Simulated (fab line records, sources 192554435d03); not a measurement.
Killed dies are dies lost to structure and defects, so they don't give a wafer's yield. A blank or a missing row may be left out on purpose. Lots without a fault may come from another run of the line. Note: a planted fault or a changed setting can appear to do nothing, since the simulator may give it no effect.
fab line records    flow n5Finfet
[record] lots = 7  wafers = 21
route steps=1938 shown SD_EPI_N@288 SD_EPI_P@323 SD_ACTIVATION@330 ILD0@344 HKMG_FIN@402 GATE_CUT@469 MOL_CONTACT_COAG@554 BEOL_M0_SAQP@636
startH: hours from the record's opening day to when the first of the lot's shown wafers began    waitH: hours from the lot's prior step to this one    " the same as in the row above    L1.1+2: a single row standing in for several wafers    - value missing, or start not given    * or withheld: withheld    < > ~ a bound
route shown NAME@n: a module of which the file shows steps, and the number in the route of the first    usual: average and standard deviation across the fault-free wafers    same: alike in all rows    chamber/n: place in a boat    sites: each site's reading    _std_site: the standard deviation of these    _edge_site: mean of outer sites minus mean of inner sites    radiusMm: for every site, how far away it sits from the centre of the wafer    mask NAME#n: copy n    behind: the most recent tool/chamber to have shaped the wafer    hold: why the lot went on hold/how many hours it stayed there/how the hold came to an end    device: names the non-switching transistor (n, p or np)    end of line: the route-end tests of the same wafers    for a step that has no rows: nothing shown but its recipe    killed: dies that structure and defects cost at the first sort, which is not the same as the wafer's yield    map: per-die view of a wafer (x killed, . not killed, _ where there is no die)
set.NAME: the run value of the setting; set.NAME@STEP: its run value at that earlier step    model.NAME: the simulator's own value behind a step, which no gauge read
lots with deliberately changed settings; one table per step, one row per wafer
[[steps]]
[step N5_SD_EPI_N_EPI_21]
[recipe] material = Si:P  dopant = P  tempC = 680  pressureTorr = 255  timeS = 690
lot.wafer  tool         chamber  startH  waitH  set.tempC  model.Si-P_of_SD_EPI_N_EPI_21.thkNm
L077.1     epiRpcvd-01  0        71.70   0.2    680        58.8
L077.2     "            0        "       "      680        59.6
L077.4     "            0        "       "      680        59.8
L079.2+4   epiRpcvd-02  0        82.13   0.4    680        60.8
L079.6     "            0        83.25   1.4    680        61.4
L081.2     epiRpcvd-04  0        97.14   0.5    680        58.8
L081.4     "            0        "       "      680        59.4
L081.5     "            0        "       "      680        59.6
L083.2     epiRpcvd-04  0        107.96  0.4    680        59.2
L083.5     "            0        "       "      680        59.4
L083.6     "            0        "       "      680        59
L090.1     epiRpcvd-01  0        152.60  0.1    683.7      62.6
L090.3     "            0        "       "      680        59.2
L090.4     "            0        "       "      683.7      63.4
L091.2     epiRpcvd-02  0        153.08  0.4    676.8      55.8
L091.4     "            0        "       "      676.8      55.2
L091.6     "            0        "       "      676.8      54.4
L092.1     epiRpcvd-01  0        159.19  0.1    680        58.4
L092.5     "            0        160.31  1.1    682.4      61.2
L092.6     "            0        "       "      680        59.8
[step N5_SD_EPI_N_PRECLEAN_24]
[recipe] chemistry = O3/DIW  timeS = 60  tempC = 22  o3Ppm = 10
[step N5_SD_EPI_P_HM_STRIP_48]
[recipe] chemistry = H3PO4  tempC = 160  material = SiNx  target = SiNx  targetDepthA = 30  overetchFraction = 0.3
[step N5_SD_EPI_P_SRD_49]
[recipe] dry = ipaMarangoni  timeS = 30  tempC = 23  rinseLiquid = diw
[step N5_SD_EPI_P_PRECLEAN_24]
[recipe] chemistry = O3/DIW  timeS = 45  tempC = 22  o3Ppm = 10
lot.wafer  tool         chamber  startH  waitH  set.tempC@SD_EPI_N_EPI_21  model.Si-P_of_SD_EPI_N_EPI_21.thkNm
L077.1     wetBench-05  0        78.71   0.0    680                        58
L077.2     "            7        "       "      680                        58.6
L077.4     "            5        "       "      680                        58.8
L079.2     wetBench-02  4        88.46   0.0    680                        59.8
L079.4     "            0        "       "      680                        60
L079.6     "            7        "       "      680                        60.6
L081.2     wetBench-05  0        104.49  0.0    680                        58
L081.4     "            3        "       "      680                        58.6
L081.5     "            2        "       "      680                        58.8
L083.2     wetBench-05  3        113.97  0.0    680                        58.4
L083.5     "            7        "       "      680                        58.6
L083.6     "            0        "       "      680                        58.2
L090.1     wetBench-01  7        159.17  0.0    683.7                      61.8
L090.3     "            0        "       "      680                        58.4
L090.4     "            5        "       "      683.7                      62.6
L091.2     wetBench-05  5        161.07  0.0    676.8                      55
L091.4     "            7        "       "      676.8                      54.4
L091.6     "            4        "       "      676.8                      53.8
L092.1     wetBench-01  4        166.36  0.0    680                        57.6
L092.5     "            3        "       "      682.4                      60.2
L092.6     "            1        "       "      680                        59
[step N5_SD_EPI_P_PRECLEAN_32]
[recipe] chemistry = dHF  timeS = 10  dilution = 500:1  tempC = 25
[step N5_SD_EPI_P_PRECLEAN_33]
[recipe] chemistry = SC2  timeS = 45  tempC = 35  mix = 1:1:50
[step N5_SD_ACTIVATION_RTA_00]
[recipe] tempC = 975  timeS = 0  ambient = N2  idleTempC = 600  rampUpCPerS = 150  rampDownCPerS = 60  coolToC = 600
[step N5_SD_ACTIVATION_LSA_01]
[recipe] tempC = 1080  timeS = 0.0008  ambient = N2
[step N5_SD_ACTIVATION_RS_MEAS_03]
[recipe] thkMeasGauge = four-point-probe
[usual] RS_SD_N = 21.9/0.3  RS_SD_P = 56.1/0.82
lot.wafer  tool          chamber  startH  waitH  set.tempC@SD_EPI_N_EPI_21  RS_SD_N[ohm/sq]  RS_SD_P[ohm/sq]
L077.1     filmMetro-02  -        79.21   0.2    680                        22.0             57.2
L077.2     "             -        "       "      680                        21.6             58.4
L077.4     "             -        "       "      680                        21.7             57.0
L079.2     filmMetro-02  -        89.03   0.2    680                        21.0             54.8
L079.4     "             -        "       "      680                        21.1             55.9
L079.6     "             -        "       "      680                        21.0             55.0
L081.2     filmMetro-01  -        105.07  0.2    680                        22.0             55.4
L081.4     "             -        "       "      680                        21.8             55.3
L081.5     "             -        "       "      680                        21.7             56.0
L083.2     filmMetro-02  -        114.57  0.2    680                        21.7             55.9
L083.5     "             -        "       "      680                        21.7             56.6
L083.6     "             -        "       "      680                        21.8             55.7
L090.1     filmMetro-02  -        159.78  0.2    683.7                      20.6             56.4
L090.3     "             -        "       "      680                        21.6             55.3
L090.4     "             -        "       "      683.7                      20.3             56.4
L091.2     filmMetro-01  -        162.53  0.2    676.8                      23.0             56.6
L091.4     "             -        "       "      676.8                      23.1             57.3
L091.6     "             -        "       "      676.8                      23.5             57.5
L092.1     filmMetro-02  -        166.99  0.2    680                        21.9             57.5
L092.5     "             -        "       "      682.4                      21.0             57.5
L092.6     "             -        "       "      680                        21.7             57.6
[step N5_ILD0_CMP_12]
[recipe] stopOn = poly-Si  material = SiNx  tOverpolishS = 6  postCmpClean = alkalineBrush  downForcePsi = 2.5  platenRpm = 51.8  padVelocityMS = 1.0307  targetThkNm = 17.67
[usual] timeToEndpointS = 28.2/2.2
lot.wafer  tool    chamber  startH  waitH  set.downForcePsi  timeToEndpointS
L077.4     cmp-03  0        85.54   1.2    3.054             23.2
L077.2     "       2        "       "      2.5               30.9
L077.1     "       3        "       "      3.054             23.3
L079.2     cmp-03  3        96.93   1.2    2.5               27.4
L079.4     "       1        "       "      2.5               25.5
L079.6     "       3        "       "      2.5               27.8
L081.4     cmp-03  0        111.43  1.1    2.5               28.8
L081.2     "       2        "       "      2.5               32.5
L081.5     "       1        "       "      2.5               30.8
L083.2     cmp-01  2        121.31  1.1    2.5               29.4
L083.6     "       2        "       "      2.3               33.1
L083.5     "       3        "       "      2.5               29.8
L090.4     cmp-03  3        166.32  0.0    2.5               31.6
L090.3     "       1        "       "      2.5               32.8
L090.1     "       2        "       "      2.659             30.2
L091.4     cmp-03  1        168.98  1.2    2.5               27.9
L091.2     "       2        "       "      2.982             23.9
L091.6     "       3        "       "      2.5               28.2
L092.1     cmp-02  3        173.58  1.2    2.5               24.8
L092.6     "       2        "       "      2.5               25.4
L092.5     "       3        "       "      2.5               24.8
[step N5_HKMG_FIN_ETCH_54]
[recipe] chemistry = CF4  target = SiARC  targetDepthA = 455  maskMaterial = CAR-ArF  timeS = 75.8  ionEnergyEv = 80  pressureMtorr = 40  sourceW = 545  biasW = 36  Ar_flow_sccm = 100  cf4FlowSccm = 100  ends = cleared
[usual] etchRfOnTimeS = 75.7/1.1  rfVppV = 183.7/0.83
lot.wafer  tool        chamber  startH  waitH  set.sourceW  etchRfOnTimeS  rfVppV
L077.1     rieDiel-02  2        93.65   0.0    545          77.2           184.6
L077.2     "           1        "       "      545          74.6           183.5
L077.4     "           0        "       "      545          75.0           183.0
L079.2     rieDiel-01  2        104.72  0.0    545          76.6           183.0
L079.4     "           0        "       "      545          75.1           184.6
L079.6     "           1        "       "      545          74.9           183.2
L081.2     rieDiel-02  2        117.61  0.0    545          78.1           183.3
L081.4     "           1        "       "      545          74.5           184.0
L081.5     "           2        "       "      545          77.6           184.6
L083.2     rieDiel-01  2        128.10  0.0    571.4        73.8           180.7
L083.5     "           2        "       "      545          76.9           182.9
L083.6     "           0        "       "      571.4        72.4           180.6
L090.1     rieDiel-01  3        173.82  0.0    545          76.9           184.4
L090.3     "           1        "       "      545          75.8           183.8
L090.4     "           0        "       "      545          76.6           183.7
L091.2     rieDiel-05  0        175.64  0.0    471.8        86.6           192.9
L091.4     "           0        "       "      545          76.3           185.0
L091.6     "           2        "       "      545          75.0           182.3
L092.1     rieDiel-02  1        180.22  0.0    545          75.3           183.6
L092.5     "           0        "       "      631.8        65.8           174.0
L092.6     "           1        "       "      631.8        65.5           172.9
[step N5_GATE_CUT_ETCH_58]
[recipe] chemistry = CH3F/O2  target = SiNx  targetDepthA = 170  timeS = 128.6  ionEnergyEv = 50  pressureMtorr = 30  sourceW = 415  biasW = 21  Ar_flow_sccm = 150  CH3F_flow_sccm = 30  O2_flow_sccm = 20
lot.wafer  tool        chamber  startH  waitH  set.timeS  model.etch.depthNm
L077.1     rieDiel-04  0        102.07  0.0    128.6      16.64
L077.2     "           2        "       "      140.7      18.54
L077.4     "           3        "       "      128.6      16.96
L079.2     rieDiel-04  3        113.46  0.0    128.6      17.11
L079.4     "           1        "       "      128.6      16.76
L079.6     "           2        "       "      128.6      17
L081.2     rieDiel-06  0        125.83  0.0    145.7      19.24
L081.4     "           2        "       "      128.6      17.24
L081.5     "           0        "       "      145.7      19.56
L083.2     rieDiel-06  2        137.19  0.3    128.6      17.2
L083.5     "           2        "       "      128.6      17.25
L083.6     "           3        "       "      128.6      16.73
L090.1     rieDiel-04  2        182.56  0.1    108.3      14.3
L090.3     "           1        "       "      108.3      14.26
L090.4     "           1        "       "      128.6      16.88
L091.2     rieDiel-06  0        184.65  0.1    115.4      15.16
L091.4     "           3        "       "      128.6      17.23
L091.6     "           0        "       "      115.4      15.11
L092.1     rieDiel-03  1        188.76  0.0    128.6      16.91
L092.5     "           2        "       "      128.6      17.11
L092.6     "           3        "       "      119.4      15.63
[step N5_MOL_CONTACT_COAG_CMP_23]
[recipe] stopOn = SiO2  tOverpolishS = 1.5  postCmpClean = cuAlkaline  downForcePsi = 2  platenRpm = 50.289  padVelocityMS = 1.0006  targetThkNm = 0
lot.wafer   tool    chamber  startH  waitH  set.downForcePsi
L077.4+2    cmp-02  3,0      116.73  0.0    2
L077.1      "       1        "       "      1.799
L079.2+4+6  cmp-01  1,3,2    126.06  0.0    2
L081.2      cmp-02  0        138.88  0.1    2
L081.4+5    "       1,3      "       "      1.745
L083.2+5+6  cmp-02  0,2,3    152.98  0.1    2
L090.4+3    cmp-02  1,2      195.70  0.0    2.308
L090.1      "       3        "       "      2
L091.4+2+6  cmp-03  1,3,1    198.14  0.1    2
L092.1+6+5  cmp-03  3,3,0    204.28  0.0    2
[step N5_MOL_CONTACT_COAG_ALD_131]
[recipe] material = SiO2  targetThkA = 50  tempC = 100  aldPrecursorFamily = BDEAS  aldCoReactant = O2-plasma  pulseTimeS = 1  coReactantPulseTimeS = 1  purgeTimeS = 2  coReactantPurgeTimeS = 2  aldCycles = 35  pressureTorr = 2
lot.wafer   tool       chamber  startH  waitH  set.aldCycles  model.SiO2_of_MOL_CONTACT_COAG_ALD_131.thkNm
L077.1+2+4  aldSin-01  0,1,2    120.89  0.2    35             5
L079.2+4+6  aldSin-01  1,2,3    130.14  0.1    35             5
L081.2      aldSin-03  0        147.35  0.1    33             4.8
L081.4      "          1        "       "      35             5
L081.5      "          1        "       "      33             4.6
L083.2+5    aldSin-03  0        156.79  0.1    35             5
L083.6      "          3        "       "      37             5.2
L090.1+3+4  aldSin-02  1,3,2    199.91  0.4    35             5
L091.2      aldSin-02  2        202.61  0.3    35             5
L091.4+6    "          3,1      "       "      38             5.4
L092.1+5+6  aldSin-03  3,0,1    208.27  0.1    35             5
[step N5_MOL_CONTACT_COAG_ETCHBACK_135]
[recipe] chemistry = CHF3  target = SiO2  targetDepthA = 250  timeS = 16.7  ionEnergyEv = 200  pressureMtorr = 30  sourceW = 610  biasW = 170  Ar_flow_sccm = 200  CHF3_flow_sccm = 50
lot.wafer   tool        chamber  startH  waitH  set.timeS  model.SOC_of_MOL_CONTACT_COAG_COAT_75.thkNm
L077.1      rieDiel-01  3        121.20  0.0    15.75      57.4
L077.2      "           2        "       "      16.7       57
L077.4      "           0        "       "      15.75      57.2
L079.2+4+6  rieDiel-02  2,3,3    130.44  0.0    16.7       57.4
L081.2+4+5  rieDiel-05  2,1,2    147.66  0.0    16.7       57.6
L083.2      rieDiel-05  2        157.09  0.0    13.12      57.8
L083.5      "           3        "       "      16.7       57.2
L083.6      "           2        "       "      13.12      58
L090.1+3    rieDiel-01  1,2      200.25  0.0    16.7       57.2
L090.4      "           0        "       "      16.7       57.4
L091.2+6    rieDiel-05  2,3      202.93  0.0    17.92      57.2
L091.4      "           2        "       "      16.7       57.2
L092.1+5    rieDiel-02  1,0      208.58  0.0    14.49      57.8
L092.6      "           1        "       "      16.7       57.6
[step N5_MOL_CONTACT_COAG_STRIP_118]
[recipe] chemistry = CHF3  resist = SiARC  rfFrequencyHz = 6e+07
[step N5_MOL_CONTACT_COAG_VIA_ETCH_46]
[recipe] chemistry = C4F6/O2  targetDepthA = 460  overetchA = 92  maskMaterial = SOC  target = SiO2  biasW = 455  pressureMtorr = 10  timeS = 40  sourceW = 325  Ar_flow_sccm = 300  C4F6_flow_sccm = 10  O2_flow_sccm = 10  ionEnergyEv = 575.3  ends = endPoint
[step N5_MOL_CONTACT_COAG_STRIP_96]
[recipe] chemistry = N2/H2  powerW = 500  tempC = 40  pressureMtorr = 50  rfFrequencyHz = 6e+07  overashFraction = 0.3  biasPowerW = 28  h2Frac = 0.5  n2FlowSccm = 300  h2FlowSccm = 300
[step N5_MOL_CONTACT_COAG_ETCH_47]
[recipe] chemistry = CH3F/O2  target = SiNx  targetDepthA = 270  maskMaterial = SiO2  stopOn = W  overEtchFrac = 0.2  ionEnergyEv = 120  endpoint = OES-CN  pressureMtorr = 30  sourceW = 395  biasW = 73  Ar_flow_sccm = 150  CH3F_flow_sccm = 30  O2_flow_sccm = 20  ends = endPoint
lot.wafer  tool        chamber  startH  waitH  set.downForcePsi@MOL_CONTACT_COAG_CMP_23  model.etch.depthNm
L077.1     rieDiel-01  3        121.34  0.0    1.799                                     18.14
L077.2     "           2        "       "      2                                         17.84
L077.4     "           0        "       "      2                                         17.76
L079.2     rieDiel-02  2        130.58  0.0    2                                         17.89
L079.4     "           3        "       "      2                                         17.88
L079.6     "           3        "       "      2                                         17.75
L081.2     rieDiel-05  2        147.80  0.0    2                                         18.03
L081.4     "           1        "       "      1.745                                     18.28
L081.5     "           2        "       "      1.745                                     18.23
L083.2     rieDiel-05  2        157.23  0.0    2                                         17.78
L083.5     "           3        "       "      2                                         17.9
L083.6     "           2        "       "      2                                         17.86
L090.1     rieDiel-01  1        200.39  0.0    2                                         17.99
L090.3     "           2        "       "      2.308                                     17.63
L090.4     "           0        "       "      2.308                                     17.69
L091.2     rieDiel-05  2        203.07  0.0    2                                         17.83
L091.4     "           2        "       "      2                                         17.89
L091.6     "           3        "       "      2                                         17.81
L092.1     rieDiel-02  1        208.72  0.0    2                                         18.03
L092.5     "           0        "       "      2                                         17.92
L092.6     "           1        "       "      2                                         17.87
[step N5_BEOL_M0_SAQP_PECVD_96]
[recipe] material = a-Si  targetThkA = 450  tempC = 350  precursor = SiH4/He  pressureTorr = 3  rfW = 100  timeS = 45.2
lot.wafer  tool      chamber  startH  waitH  set.timeS  model.a-Si_of_BEOL_M0_SAQP_PECVD_96.thkNm
L077.1     pecvd-04  1        128.05  0.0    45.2       45
L077.2     "         0        "       "      45.2       44.8
L077.4     "         1        "       "      50.89      51.2
L079.2     pecvd-04  2        138.62  0.0    45.2       44.2
L079.4     "         2        "       "      45.2       45.6
L079.6     "         0        "       "      45.2       45.2
L081.2+5   pecvd-03  1,2      154.65  0.0    50.5       50.4
L081.4     "         1        "       "      45.2       45.2
L083.2     pecvd-02  1        164.10  0.0    45.2       44.8
L083.5     "         2        "       "      45.2       45.4
L083.6     "         1        "       "      41.23      41.6
L090.1     pecvd-03  2        207.60  0.0    45.2       44.8
L090.3     "         0        "       "      45.2       45
L090.4     "         0        "       "      50.48      50.6
L091.2     pecvd-03  2        210.62  0.0    45.2       44.4
L091.4     "         0        "       "      45.2       45.6
L091.6     "         2        "       "      45.2       45.4
L092.1     pecvd-03  0        216.04  0.0    39.19      38.6
L092.5     "         1        "       "      45.2       45.6
L092.6     "         0        "       "      45.2       45.2
[step N5_BEOL_M0_SAQP_COAT_81]
[recipe] resist = SOC  tempC = 250  timeS = 60  spinRpm = 1500  resistThkNm = 100
lot.wafer   tool           chamber  startH  waitH  set.tempC
L077.1+2+4  lithoTrack-02  0        128.35  0.1    250
L079.2+4+6  lithoTrack-04  0        138.91  0.1    250
L081.2      lithoTrack-01  0        154.95  0.1    240
L081.4+5    "              0        "       "      250
L083.2+5    lithoTrack-04  0        164.40  0.1    250
L083.6      "              0        "       "      257.7
L090.1+3+4  lithoTrack-01  0        207.89  0.1    250
L091.2      lithoTrack-01  0        210.92  0.1    250
L091.4+6    "              0        "       "      242.1
L092.1+5+6  lithoTrack-01  0        216.36  0.1    250
[step N5_BEOL_M0_SAQP_COAT_82]
[recipe] resist = SiARC  tempC = 220  timeS = 60  spinRpm = 1500  resistThkNm = 30
[step N5_BEOL_M0_SAQP_COAT_08]
[recipe] resist = CAR-ArF  spinRpm = 1500  resistThkNm = 90
[step N5_BEOL_M0_SAQP_ETCH_101]
[recipe] chemistry = CH3F/O2  target = SiNx  maskMaterial = SiO2  targetDepthA = 299  timeS = 42.7  pressureMtorr = 30  sourceW = 395  biasW = 73  Ar_flow_sccm = 150  CH3F_flow_sccm = 30  O2_flow_sccm = 20  ionEnergyEv = 120
[step N5_BEOL_M0_SAQP_ETCH_102]
[recipe] chemistry = CF4  target = SiO2  targetDepthA = 40  ionEnergyEv = 350  timeS = 4.4  pressureMtorr = 10  icpW = 800  biasW = 400  cf4FlowSccm = 80
[step N5_BEOL_M0_SAQP_MANDREL_ETCH_103]
[recipe] chemistry = HBr/Cl2  target = a-Si  targetDepthA = 450  btTimeS = 10  stopOn = SiCN  maskMaterial = SiO2  overEtchFrac = 0.8  timeS = 27  pressureMtorr = 10  icpW = 800  biasW = 75  HBr_flow_sccm = 150  Cl2_flow_sccm = 80  ends = endPoint
lot.wafer  tool      chamber  startH  waitH  set.timeS@BEOL_M0_SAQP_PECVD_96  model.etch.depthNm
L077.1     rieSi-02  0        130.55  0.0    45.2                             44.98
L077.2     "         3        "       "      45.2                             44.8
L077.4     "         2        "       "      50.89                            51.22
L079.2     rieSi-06  3        141.34  0.0    45.2                             44.28
L079.4     "         0        "       "      45.2                             45.7
L079.6     "         0        "       "      45.2                             45.29
L081.2     rieSi-02  0        157.49  0.0    50.5                             50.31
L081.4     "         2        "       "      45.2                             45.2
L081.5     "         0        "       "      50.5                             50.46
L083.2     rieSi-06  0        166.91  0.0    45.2                             44.79
L083.5     "         2        "       "      45.2                             45.39
L083.6     "         3        "       "      41.23                            41.67
L090.1     rieSi-06  2        210.10  0.0    45.2                             44.76
L090.3     "         1        "       "      45.2                             44.94
L090.4     "         0        "       "      50.48                            50.61
L091.2     rieSi-05  2        213.70  0.0    45.2                             44.4
L091.4     "         1        "       "      45.2                             45.66
L091.6     "         0        "       "      45.2                             45.33
L092.1     rieSi-02  0        220.45  0.0    39.19                            38.63
L092.5     "         1        "       "      45.2                             45.54
L092.6     "         2        "       "      45.2                             45.12
[step N5_BEOL_M0_SAQP_RECESS_104]
[recipe] chemistry = HF/NH3  target = SiO2  targetDepthA = 180  afsCycles = 3  tempC = 30  sublimationTempC = 180  sublimationTimeS = 60
[step N5_BEOL_M0_SAQP_COAT_105]
[recipe] resist = SOC  tempC = 250  timeS = 60  spinRpm = 1500  resistThkNm = 100
[step N5_BEOL_M0_SAQP_STRIP_108]
[recipe] chemistry = N2/H2  powerW = 500  tempC = 40  pressureMtorr = 50  rfFrequencyHz = 6e+07  overashFraction = 0.3  biasPowerW = 28  h2Frac = 0.5  n2FlowSccm = 300  h2FlowSccm = 300
[step N5_BEOL_M0_SAQP_RECESS_109]
[recipe] chemistry = HF/NH3  target = SiO2  targetDepthA = 30  afsCycles = 1  tempC = 30  sublimationTempC = 180  sublimationTimeS = 60
[step N5_BEOL_M0_SAQP_SPACER2_ALD_26]
[recipe] material = SiO2  targetThkA = 150  tempC = 300  aldPrecursorFamily = BDEAS  aldCoReactant = O2-plasma  pulseTimeS = 1  purgeTimeS = 2  coReactantPurgeTimeS = 2  pressureTorr = 2
lot.wafer  tool       chamber  startH  waitH  set.timeS@BEOL_M0_SAQP_PECVD_96  model.a-Si_of_BEOL_M0_SAQP_PECVD_96.thkNm
L077.1     aldSin-02  1        131.62  0.3    45.2                             44.2
L077.2     "          2        "       "      45.2                             44
L077.4     "          3        "       "      50.89                            50.4
L079.2     aldSin-02  3        142.17  0.1    45.2                             43.6
L079.4     "          1        "       "      45.2                             45
L079.6     "          1        "       "      45.2                             44.6
L081.2+5   aldSin-04  1        158.44  0.1    50.5                             49.6
L081.4     "          2        "       "      45.2                             44.4
L083.2     aldSin-01  0        167.92  0.2    45.2                             44
L083.5     "          1        "       "      45.2                             44.6
L083.6     "          0        "       "      41.23                            41
L090.1     aldSin-01  1        211.01  0.1    45.2                             44
L090.3     "          0        "       "      45.2                             44.2
L090.4     "          3        "       "      50.48                            49.8
L091.2     aldSin-02  3        215.01  0.4    45.2                             43.6
L091.4     "          0        "       "      45.2                             45
L091.6     "          3        "       "      45.2                             44.6
L092.1     aldSin-04  1        221.71  0.5    39.19                            37.8
L092.5     "          1        "       "      45.2                             44.8
L092.6     "          0        "       "      45.2                             44.4
[step N5_BEOL_M0_SAQP_CUT_ETCH_46]
[recipe] chemistry = N2/H2  target = SOC  targetDepthA = 1350  overetchA = 270  tempC = 40  timeS = 202.5  ionEnergyEv = 200  maskMaterial = SiARC  pressureMtorr = 30  sourceW = 840  biasW = 150  n2FlowSccm = 200  h2FlowSccm = 200
lot.wafer   tool        chamber  startH  waitH  set.timeS  model.SiARC_of_BEOL_M0_SAQP_COAT_72.thkNm
L077.1      rieDiel-03  1        133.14  0.0    244.1      2.8
L077.2      "           2        "       "      244.1      2.6
L077.4      "           0        "       "      202.5      4.6
L079.2+6    rieDiel-06  1,0      148.09  0.0    202.5      5
L079.4      "           2        "       "      202.5      4.8
L081.2      rieDiel-06  3        159.89  0.0    185.6      5.6
L081.4+5    "           0,3      "       "      185.6      5.8
L083.2+5+6  rieDiel-06  1,0,3    169.18  0.0    202.5      5
L090.1      rieDiel-03  0        212.27  0.0    162.9      6.8
L090.3      "           2        "       "      162.9      7
L090.4      "           3        "       "      202.5      5.2
L091.2      rieDiel-04  1        216.37  0.0    214.6      4.4
L091.4      "           2        "       "      202.5      5
L091.6      "           0        "       "      214.6      4.2
L092.1+6    rieDiel-03  1,3      223.30  0.0    202.5      5.2
L092.5      "           2        "       "      224.6      4
[[key]]
[split] step = N5_SD_EPI_N_EPI_21  setting = tempC  stated = 680  by = wafer
[response] step = N5_SD_EPI_N_EPI_21  reading = model.Si-P_of_SD_EPI_N_EPI_21.thkNm  change = +6.68  per = 1%  r = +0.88
[response] step = N5_SD_EPI_P_PRECLEAN_24  reading = model.Si-P_of_SD_EPI_N_EPI_21.thkNm  change = +6.51  per = 1%  r = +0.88
[response] step = N5_SD_ACTIVATION_RS_MEAS_03  reading = RS_SD_N  change = -2.16  per = 1%  r = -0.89
[split] step = N5_ILD0_CMP_12  setting = downForcePsi  stated = 2.5  by = wafer
[response] step = N5_ILD0_CMP_12  reading = timeToEndpointS  change = *  per = 1%  r = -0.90
[split] step = N5_HKMG_FIN_ETCH_54  setting = sourceW  stated = 545  by = wafer
[response] step = N5_HKMG_FIN_ETCH_54  reading = etchRfOnTimeS  change = *  per = 1%  r = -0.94
[response] step = N5_HKMG_FIN_ETCH_54  reading = rfVppV  change = -0.65  per = 1%  r = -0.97
[split] step = N5_GATE_CUT_ETCH_58  setting = timeS  stated = 128.6  by = wafer
[response] step = N5_GATE_CUT_ETCH_58  reading = model.etch.depthNm  change = +0.175  per = 1%  r = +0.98
[split] step = N5_MOL_CONTACT_COAG_CMP_23  setting = downForcePsi  stated = 2  by = wafer
[response] step = N5_MOL_CONTACT_COAG_ETCH_47  reading = model.etch.depthNm  change = -0.0225  per = 1%  r = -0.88
[split] step = N5_MOL_CONTACT_COAG_ALD_131  setting = aldCycles  stated = 35  by = wafer
[response] step = N5_MOL_CONTACT_COAG_ALD_131  reading = model.SiO2_of_MOL_CONTACT_COAG_ALD_131.thkNm  change = +0.0453  per = 1%  r = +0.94
[split] step = N5_MOL_CONTACT_COAG_ETCHBACK_135  setting = timeS  stated = 16.7  by = wafer
[response] step = N5_MOL_CONTACT_COAG_ETCHBACK_135  reading = model.SOC_of_MOL_CONTACT_COAG_COAT_75.thkNm  change = -0.0269  per = 1%  r = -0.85
[split] step = N5_BEOL_M0_SAQP_PECVD_96  setting = timeS  stated = 45.2  by = wafer
[response] step = N5_BEOL_M0_SAQP_PECVD_96  reading = model.a-Si_of_BEOL_M0_SAQP_PECVD_96.thkNm  change = +0.478  per = 1%  r = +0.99
[response] step = N5_BEOL_M0_SAQP_MANDREL_ETCH_103  reading = model.etch.depthNm  change = +0.476  per = 1%  r = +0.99
[response] step = N5_BEOL_M0_SAQP_SPACER2_ALD_26  reading = model.a-Si_of_BEOL_M0_SAQP_PECVD_96.thkNm  change = +0.475  per = 1%  r = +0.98
[split] step = N5_BEOL_M0_SAQP_COAT_81  setting = tempC  stated = 250  by = wafer
response none clear
[split] step = N5_BEOL_M0_SAQP_CUT_ETCH_46  setting = timeS  stated = 202.5  by = wafer
[response] step = N5_BEOL_M0_SAQP_CUT_ETCH_46  reading = model.SiARC_of_BEOL_M0_SAQP_COAT_72.thkNm  change = -0.0934  per = 1%  r = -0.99
